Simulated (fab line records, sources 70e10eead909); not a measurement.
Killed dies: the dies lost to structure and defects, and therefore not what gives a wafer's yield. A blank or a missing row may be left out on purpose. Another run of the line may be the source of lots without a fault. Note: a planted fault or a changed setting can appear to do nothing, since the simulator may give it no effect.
Comparing a struck lot with a sound one    flow nand harc    15 steps out of a route of 1159
Sound: these wafers, L204.2, L204.4, L204.5. Struck: wafers L198.3, L198.5, L198.6. At the end, the cause is stated.
For every step that has rows: the tool of each side, followed by ch and its chambers, followed by its first start. Under that, the readings that differ: sound wafers    struck wafers    difference of the means    sigmas: that difference in standard deviations of wafers without a fault.
alike: readings whose means differ by less than 2 such deviations, and words and numbers that are the same on both sides. not compared: withheld readings, readings that some wafer has no value for, bounds like >300 that may hide the same value, and numbers for which the record gives no deviation and whose values overlap.
The two part at a step that has a row with sigmas, a row that says differs or no value, or rows on one side only. When numbers do not overlap yet have no deviation, they are printed without sigmas and do not part them. Lack of a reading on every wafer of one side parts them only where that side has two or more wafers.

NHARC_A_M0_DESCUM_14: chemistry O2, time 3 s.
  sound on rie diel-10 ch 0,1,3, day 22 22:04; struck on rie diel-05 ch 0,1,3, day 22 01:43
  alike: drypump motor current A, oes product au, rf vpp V, showerhead plenum p Torr, throttle valve pct
  not compared: rf hours counter h
NHARC_A_M0_ETCH_34: etches the open film in N2/H2, target depth 40 nm, overetch 12 nm, time 43.94 s.
  sound on rie diel-10 ch 2,3, day 22 22:09; struck on rie diel-05 ch 0,1, day 22 01:49
  alike: bias w, drypump motor current A, oes product au, rf vpp V, showerhead plenum p Torr, throttle valve pct
  not compared: rf hours counter h
then, 1 step without rows for these wafers: NHARC_A_M0_ETCH_15 (etches the open film in C4F8/Ar, target depth 150 nm, overetch 15 nm, time 82.5 s).
NHARC_A_M0_CD_MEAS_16:
  struck on cd sem-02, day 22 02:03; sound on cd sem-01, day 22 22:22
  alike: cd nm
NHARC_A_M0_STRIP_18: strips in N2/H2.
  sound on rie diel-04 ch 0,2, day 22 22:26; struck on rie diel-10 ch 1,2,3, day 22 02:11
  alike: drypump motor current A, oes product au, power w, rf vpp V, showerhead plenum p Torr, throttle valve pct
  not compared: rf hours counter h
then, 1 step without rows for these wafers: NHARC_A_M0_STRIP_19 (strips in post etch residue remover, time 600 s).
NHARC_A_M0_DEGAS_28: time 60 s.
  struck on pvd sputter-01, day 22 02:41; sound on pvd sputter-03, day 22 22:59
  alike: heater power w
NHARC_A_M0_PRE_CLEAN_29: time 30 s.
  sound on pvd sputter-03; struck on pvd sputter-01
  alike: heater power w
then, 4 steps without rows for these wafers: NHARC_A_M0_PVD_20 (deposits TaN, target thk 5 nm, time 8.06 s); NHARC_A_M0_PVD_21 (deposits Cu, target thk 30 nm, time 20.49 s); NHARC_A_M0_ECD_22 (material Cu, target thk 400 nm); NHARC_A_M0_ANNEAL_30 (time 90 s).
NHARC_A_M0_CMP_23: polishes, t overpolish 20 s, target thk 113.75 nm.
  sound on cmp-01 ch 1,2,3, day 23 00:08; struck on cmp-01 ch 0,1, day 22 03:45
  no value came back on the struck wafers for edge zone pressure frac, motor current A (A), slurry flow ml min, time to endpoint s (s); on the sound wafers edge zone pressure frac reads 1.011 0.999 1.005
NHARC_A_M0_THK_MEAS_24: measures by xrf.
  struck on film metro-01, day 22 04:14; sound on film metro-02, day 23 00:25
reading      sound              struck             difference  sigmas
thk nm (nm)  114.7 113.0 111.1  396.5 400.6 398.2  +285.5      +99 or more
  not compared: hold
NHARC_END_SORT_01:
  the record has rows for the sound wafers here (prober-02 ch 0, day 24 22:06) and none for the struck ones

== WHERE THEY PART ==
First at NHARC_A_M0_CMP_23; last, within this record, at NHARC_END_SORT_01.

WHY: what the simulator had put in
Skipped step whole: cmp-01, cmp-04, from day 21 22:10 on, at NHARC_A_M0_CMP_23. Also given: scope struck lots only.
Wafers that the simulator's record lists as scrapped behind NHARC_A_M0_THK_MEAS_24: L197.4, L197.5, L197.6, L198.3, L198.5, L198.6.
